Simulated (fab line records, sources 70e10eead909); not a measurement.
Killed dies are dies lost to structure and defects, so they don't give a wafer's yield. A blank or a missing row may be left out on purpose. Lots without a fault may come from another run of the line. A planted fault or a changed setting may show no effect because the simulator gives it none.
fab line records | flow nand_harc
record lots=14 wafers=38 last_day=33
route steps=1302 shown P_BONDPAD@386 A_ZERO_WELL@401 A_ONON_D1@429 END@1302
lots that met no fault: from a run of the same line without faults
start_h: hours from the record's first day to the start of the lot's first wafer shown | wait_h: hours since the lot's step before | " the same as in the row above | L1.1+2: a row that stands for several wafers | - no value, or no start given | * or withheld: withheld | < > ~ a bound
route shown NAME@n: a module of which the file shows steps, and the number in the route of the first | usual: mean/standard deviation of fault-free wafers | same: alike in all rows | chamber/n: place in a boat | sites: the reading at each site | _std_site: their standard deviation | _edge_site: outer sites' mean less inner sites' | radius_mm: how far each site lies from the wafer's centre | mask NAME#n: copy n | behind: the tool/chamber that last shaped the wafer | hold: why the lot was held/for how many hours/how that ended | device: the transistor (n, p or np) that didn't switch | end of line: the same wafers' tests at the end of the route | a step without rows: its recipe alone | killed: dies lost to structure and defects at the first sort, not the wafer's yield | map: a wafer's dies, x killed, . not, _ none there
set.NAME: the setting as run; set.NAME@STEP: as run at that earlier step | model.NAME: the simulator's own value behind a step, which no gauge read
steps of the route over a sample of lots; a table a step, a row a wafer
services: from which hour (start_h, from the record's first day; less than 0 if before it) a tool's chamber was out of use, for how many hours, and why
## steps
# step NHARC_P_BONDPAD_ACTIVATE_29
# recipe time_s=60 n2_flow_sccm=200 ar_flow_sccm=0 bias_power_w=0 chemistry=N2
# usual drypump_motor_current_A=5.5/0.4 oes_product_au=0.997/0.013 rf_vpp_V=64.3/0.94 showerhead_plenum_p_Torr=1.80/0.087
# same bias_power_w=0
# columns lot.wafer tool chamber start_h wait_h drypump_motor_current_A oes_product_au rf_hours_counter_h rf_vpp_V showerhead_plenum_p_Torr
L205.2 rie_diel-10 2 133.06 0.1 5.0 0.990 1.5 63.4 1.79
L205.5 " 2 " " 5.0 0.992 - 66.2 1.79
L205.6 " 3 " " 5.6 1.021 - 63.2 1.68
L206.1 rie_diel-10 1 148.46 0.1 5.5 0.990 1.8 63.9 1.88
L206.3 " 2 " " 5.0 0.976 1.8 62.9 1.79
L206.5 " 3 " " 5.6 1.002 - 63.7 1.68
L207.4 rie_diel-09 0 152.29 0.1 5.9 0.989 0.0 64.2 1.69
L207.2 " 1 " " 5.2 1.017 0.0 64.6 1.81
L207.5 " 0 " " 5.9 0.986 - 65.0 1.69
L209.3 rie_diel-08 1 176.31 0.1 5.8 1.006 7.6 65.2 1.90
L209.1 " 2 " " 5.5 1.004 7.4 64.1 1.90
L209.2 " 3 " " 5.0 1.008 7.2 63.8 1.75
L210.2 rie_diel-10 3 194.46 0.1 5.6 1.009 3.0 63.5 1.68
L210.4 " 0 " " 5.7 0.980 3.1 64.1 1.88
L210.6 " 3 " " 5.6 1.008 - 64.1 1.68
L211.1 rie_diel-09 0 197.23 0.1 5.9 0.989 3.6 62.9 1.69
L211.6 " 3 " " 6.5 0.997 - 64.0 1.83
L211.4 " 0 " " 5.9 0.981 - 64.8 1.68
L212.1 rie_diel-08 0 215.15 0.1 5.5 1.018 0.9 63.2 1.70
L212.4 " 1 " " 5.8 1.009 1.0 63.9 1.90
L212.6 " 3 " " 5.0 1.007 - 63.9 1.75
L213.2 rie_diel-08 0 216.30 0.1 5.5 1.015 0.9 64.3 1.70
L213.3 " 1 " " 5.8 1.007 1.0 64.8 1.90
L213.5 " 0 " " 5.5 1.005 - 64.3 1.70
L214.3 rie_diel-10 0 222.08 0.1 5.7 0.984 3.9 62.9 1.88
L214.2 " 1 " " 5.5 1.007 3.9 64.7 1.88
L214.1 " 3 " " 5.6 1.006 3.9 64.1 1.68
L218.3 rie_diel-10 2 281.90 0.1 5.0 0.992 0.5 65.9 1.79
L218.6 " 1 " " 5.5 1.018 - 65.2 1.88
L218.5 " 0 " " 5.7 0.991 - 63.5 1.88
L220.5 rie_diel-10 2 282.84 0.1 5.0 0.978 - 64.6 1.79
L219.5 rie_diel-09 1 284.82 0.1 5.2 1.000 - 64.6 1.81
L227.2 rie_diel-09 0 355.87 0.1 6.0 1.012 1.5 64.4 1.68
L227.3 " 2 " " 5.5 1.001 1.8 62.8 1.64
L227.5 " 3 " " 6.6 0.998 - 63.9 1.83
L228.3 rie_diel-08 2 367.83 0.1 5.5 1.021 9.0 65.0 1.90
L228.5 " 1 " " 5.8 1.003 - 65.8 1.90
L228.6 " 2 " " 5.5 1.017 - 64.3 1.90
# step NHARC_A_ZERO_WELL_CD_MEAS_10
# recipe target_cd_nm=2000 landing_energy_ev=500
# usual cd_nm=2000.0/1.7
# columns lot.wafer tool chamber start_h wait_h cd_nm
L205.2 cd_sem-01 0 134.19 - 2001.4
L205.5 " 0 " " 1998.6
L205.6 " 0 " " 1999.1
L206.1 cd_sem-01 0 149.72 - 1998.5
L206.3 " 0 " " 2000.4
L206.5 " 0 " " 2001.1
L207.2 cd_sem-02 0 153.53 - 1998.8
L207.4 " 0 " " 2000.6
L207.5 " 0 " " 1998.3
L209.1 cd_sem-02 0 177.62 - 1999.0
L209.2 " 0 " " 1996.6
L209.3 " 0 " " 2000.9
L210.2 cd_sem-03 0 195.70 - 2002.9
L210.4 " 0 " " 2002.8
L210.6 " 0 " " 2002.4
L211.1 cd_sem-02 0 198.47 - 2002.2
L211.4 " 0 " " 1999.8
L211.6 " 0 " " 2003.3
L212.1 cd_sem-02 0 216.25 - 2002.0
L212.4 " 0 " " 1998.6
L212.6 " 0 " " 2003.5
L213.2 cd_sem-01 0 217.41 - 1997.6
L213.3 " 0 " " 1995.9
L213.5 " 0 " " 2001.1
L214.1 cd_sem-03 0 223.33 - 2003.2
L214.2 " 0 " " 2002.1
L214.3 " 0 " " 1997.4
L218.3 cd_sem-03 0 283.15 - 1996.9
L218.5 " 0 " " 2001.2
L218.6 " 0 " " 1998.5
L220.5 cd_sem-02 0 284.07 - 2002.4
L219.5 cd_sem-01 0 285.91 - 2000.1
L227.2 cd_sem-03 0 357.13 - 1999.8
L227.3 " 0 " " 1996.9
L227.5 " 0 " " 2000.4
L228.3 cd_sem-03 0 368.95 - 2002.0
L228.5 " 0 " " 1999.2
L228.6 " 0 " " 2001.4
# step NHARC_A_ONON_D1_THK_MEAS_08
# recipe thk_meas_gauge=ellipsometry
# usual thk_nm=997/8.5
# columns lot.wafer tool chamber start_h wait_h thk_nm
L205.2 film_metro-01 - 157.51 - 997
L205.5 " - " " 1000
L205.6 " - " " 998
L206.1 film_metro-01 - 173.03 - 995
L206.3 " - " " 994
L206.5 " - " " 994
L207.2 film_metro-02 - 176.89 - 997
L207.4 " - " " 997
L207.5 " - " " 999
L209.1 film_metro-02 - 201.11 - 987
L209.2 " - " " 988
L209.3 " - " " 986
L210.2 film_metro-02 - 218.32 - 990
L210.4 " - " " 989
L210.6 " - " " 987
L211.1 film_metro-01 - 224.23 - 1001
L211.4 " - " " 1000
L211.6 " - " " 999
L212.1 film_metro-01 - 240.94 - 1012
L212.4 " - " " 1012
L212.6 " - " " 1013
L213.2 film_metro-02 - 241.16 - 1003
L213.3 " - " " 1004
L213.5 " - " " 1003
L214.1 film_metro-01 - 246.48 - 994
L214.2 " - " " 995
L214.3 " - " " 993
L220.5 film_metro-01 - 306.24 - 999
L218.3 film_metro-02 - 306.24 - 1005
L218.5 " - " " 1005
L218.6 " - " " 1007
L219.5 film_metro-01 - 309.99 - 1001
L227.2 film_metro-01 - 383.71 - 1000
L227.3 " - " " 998
L227.5 " - " " 997
L228.3 film_metro-02 - 395.27 - 983
L228.5 " - " " 985
L228.6 " - " " 983
# step NHARC_A_ONON_D1_DEP_16
# recipe target_thk_a=10000 n2_flow_sccm=2750 n2o_flow_sccm=2000 nh3_flow_sccm=500 sih4_flow_sccm=210 temp_c=400
# columns lot.wafer tool chamber start_h wait_h
L205.2+5+6 pecvd_onon-01 0 165.95 0.1
L206.1+3+5 pecvd_onon-01 0 182.25 0.1
L207.2+4+5 pecvd_onon-02 0 182.31 0.1
L209.1+2+3 pecvd_onon-01 0 209.58 0.1
L210.2+4+6 pecvd_onon-02 0 227.56 0.1
L211.1+4+6 pecvd_onon-01 0 235.67 0.1
L212.1+4+6 pecvd_onon-01 0 249.51 0.1
L213.2+3+5 pecvd_onon-02 0 249.59 0.1
L214.1+2+3 pecvd_onon-01 0 256.02 0.1
L218.3+5+6 pecvd_onon-01 0 318.87 0.2
L220.5 pecvd_onon-02 0 318.99 0.3
L219.5 pecvd_onon-02 0 319.34 0.6
L227.2+3+5 pecvd_onon-01 0 392.69 0.1
L228.3+5+6 pecvd_onon-01 0 407.33 0.2
# step NHARC_A_ONON_D1_THK_MEAS_18
# recipe thk_meas_gauge=ellipsometry
# usual thk_nm=998/11
# columns lot.wafer tool chamber start_h wait_h hold thk_nm
L205.2 film_metro-01 - 166.41 - - 982
L205.5 " - " " - 982
L205.6 " - " " - 983
L206.1 film_metro-01 - 182.76 - - 993
L206.3 " - " " - 993
L206.5 " - " " - 995
L207.2 film_metro-02 - 182.76 - - 997
L207.4 " - " " - 996
L207.5 " - " " - 996
L209.1 film_metro-01 - 210.10 - - 999
L209.2 " - " " - 999
L209.3 " - " " - 999
L210.2 film_metro-02 - 228.02 - - 999
L210.4 " - " " - 998
L210.6 " - " " - 1000
L211.1 film_metro-02 - 236.18 - - 986
L211.4 " - " " - 986
L211.6 " - " " - 987
L212.1 film_metro-02 - 250.02 - - 1006
L212.4 " - " " - 1004
L212.6 " - " " - 1006
L213.2 film_metro-01 - 250.04 - - 1015
L213.3 " - " " - 1015
L213.5 " - " " - 1013
L214.1 film_metro-01 - 256.53 - - 997
L214.2 " - " " - 997
L214.3 " - " " - 998
L218.3 film_metro-01 - 319.27 - - 1004
L218.5 " - " " - 1005
L218.6 " - " " - 1005
L220.5 film_metro-02 - 319.27 - await_dispo/0.2h/release 1557
L220.5 film_metro-02 - 319.44 0.2 - 1557
L219.5 film_metro-02 - 319.63 - await_dispo/0.2h/release 1532
L219.5 film_metro-02 - 319.80 0.2 - 1532
L227.2 film_metro-02 - 393.15 - - 997
L227.3 " - " " - 998
L227.5 " - " " - 996
L228.3 film_metro-02 - 407.73 - - 1006
L228.5 " - " " - 1006
L228.6 " - " " - 1005
# step NHARC_END_SORT_01
# recipe temp_c=25
# usual killed_at_array=53/19 killed_at_other=0.7/1.1 killed_at_periphery=4.2/2.7 killed_dies=58/18 killed_open=3.1/1.9 killed_short=2.5/1.6
# same gross_dies=677
# columns lot.wafer tool chamber start_h wait_h hold killed_at_array killed_at_other killed_at_periphery killed_dies killed_open killed_short
L209.1 prober-01 0 596.27 2.5 - 40 0 4 44 4 3
L209.2 prober-01 0 597.07 2.8 - 51 0 1 52 3 2
L209.3 prober-01 0 597.87 3.1 - 49 0 5 54 4 3
L220.5 prober-01 0 694.48 3.7 await_dispo/1.5h/release 670 0 7 677 3 4
L219.5 prober-02 0 694.52 3.7 await_dispo/5.7h/release 676 1 0 677 3 2
# killed by level:class
L209.1 A_SLIT:chamber_film_flake=20 A_CHANNEL_HOLE_D2:chamber_film_flake=6 A_CONTACT:chamber_film_flake=3 P_GATE:geometric_particle:open=2 P_ZERO_WELL:chamber_film_flake=2 A_CHANNEL_HOLE_D1:chamber_film_flake=2 A_STAIRCASE:chamber_film_flake=2 A_BONDPAD:chamber_film_flake=2
L209.2 A_SLIT:chamber_film_flake=25 A_CHANNEL_HOLE_D2:chamber_film_flake=14 A_CONTACT:chamber_film_flake=4 P_M1:geometric_particle:open=1 A_SOURCE_PLATE:geometric_particle:short=1 A_ONON_D2:geometric_particle:open=1 A_ONON_D2:geometric_particle:short=1 A_CHANNEL_FILL_D2:geometric_particle:open=1
L209.3 A_SLIT:chamber_film_flake=25 A_CHANNEL_HOLE_D2:chamber_film_flake=10 A_BONDPAD:chamber_film_flake=5 P_ZERO_WELL:chamber_film_flake=4 P_GATE:geometric_particle:open=1 A_SOURCE_PLATE:geometric_particle:short=1 A_SOURCE_PLATE:geometric_particle:open=1 A_ONON_D1:geometric_particle:short=1
L220.5 A_ONON_D1:area_dep=606 A_SLIT:chamber_film_flake=33 A_CHANNEL_HOLE_D1:chamber_film_flake=20 A_CONTACT:chamber_film_flake=3 A_ONON_D2:geometric_particle:short=2 A_DECK1_JOINT:chamber_film_flake=2 P_GATE:geometric_particle:open=1 P_CONTACT:geometric_particle:open=1
L219.5 A_ONON_D1:area_dep=635 A_CHANNEL_HOLE_D1:chamber_film_flake=29 A_CONTACT:chamber_film_flake=3 A_SOURCE_PLATE:geometric_particle:open=1 A_CHANNEL_FILL_D2:geometric_particle:short=1 A_WL_FILL:geometric_particle:open=1 A_M0:geometric_particle:short=1 A_M1:geometric_particle:open=1
## services
# columns tool chamber start_h hours kind
rie_diel-10 0 123.50 - clean
rie_diel-10 1 123.50 - clean
rie_diel-10 2 123.50 - clean
rie_diel-10 3 123.50 - clean
rie_diel-09 - 143.10 9.0 pm
pecvd_onon-01 - 143.32 7.2 repair
rie_diel-10 0 148.00 - clean
pecvd_onon-02 - 185.00 13.0 pm
rie_diel-08 - 191.12 9.0 pm
rie_diel-10 - 242.51 9.0 pm
pecvd_onon-01 - 269.13 13.0 pm
rie_diel-10 3 281.25 22.6 repair
rie_diel-09 2 283.09 1.7 repair
rie_diel-09 2 297.40 4.5 repair
rie_diel-10 3 305.16 6.3 repair
rie_diel-09 - 320.10 9.0 pm
rie_diel-08 - 328.04 0.8 repair
rie_diel-08 1 350.06 6.4 repair
rie_diel-10 - 358.49 0.1 repair
pecvd_onon-02 - 366.00 13.0 pm
rie_diel-10 - 367.48 1.1 repair
rie_diel-08 - 368.24 9.0 pm
rie_diel-10 2 375.08 6.2 repair
pecvd_onon-02 - 403.79 2.7 repair
## key
first_sign step=NHARC_A_ONON_D1_THK_MEAS_18 reading=visit direction=added
effect step=NHARC_A_ONON_D1_THK_MEAS_18 reading=thk_nm direction=up sigmas=50 usual=998 struck=1545
effect step=NHARC_END_SORT_01 reading=killed_dies direction=up sigmas=34 usual=58 struck=677
more_kills_born_at NHARC_A_ONON_D1_DEP_16@pecvd_onon-02=1241
met_at NHARC_A_ONON_D1_DEP_16
struck_lots L219,L220
struck_wafers L219.5,L220.5
later_rows_left_out L219.5,L220.5
tester_left_out L219,L220
not_acting_at NHARC_P_BONDPAD_ACTIVATE_29,NHARC_A_ZERO_WELL_CD_MEAS_10,NHARC_A_ONON_D1_THK_MEAS_08
onset_between 249.59 318.99
fault kind=process_parameter_drift tool=pecvd_onon-02 chamber=- onset_h=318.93 steps=NHARC_A_ONON_D1_DEP_16 channel=target_thk_a offset=* shape=step end_h=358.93 scope=struck_wafers_only acts_in=* stated=*
# tester_left_out: of these lots the tester's yield and bins aren't shown, on N5 and GAA mostly nor the transistor test; their killed dies are dies lost to structure and defects alone, not to doping, threshold or leakage, so they don't give the yield
# later_rows_left_out: the simulator's readings of these wafers behind a module that went badly wrong aren't trusted and aren't shown, but for the sort
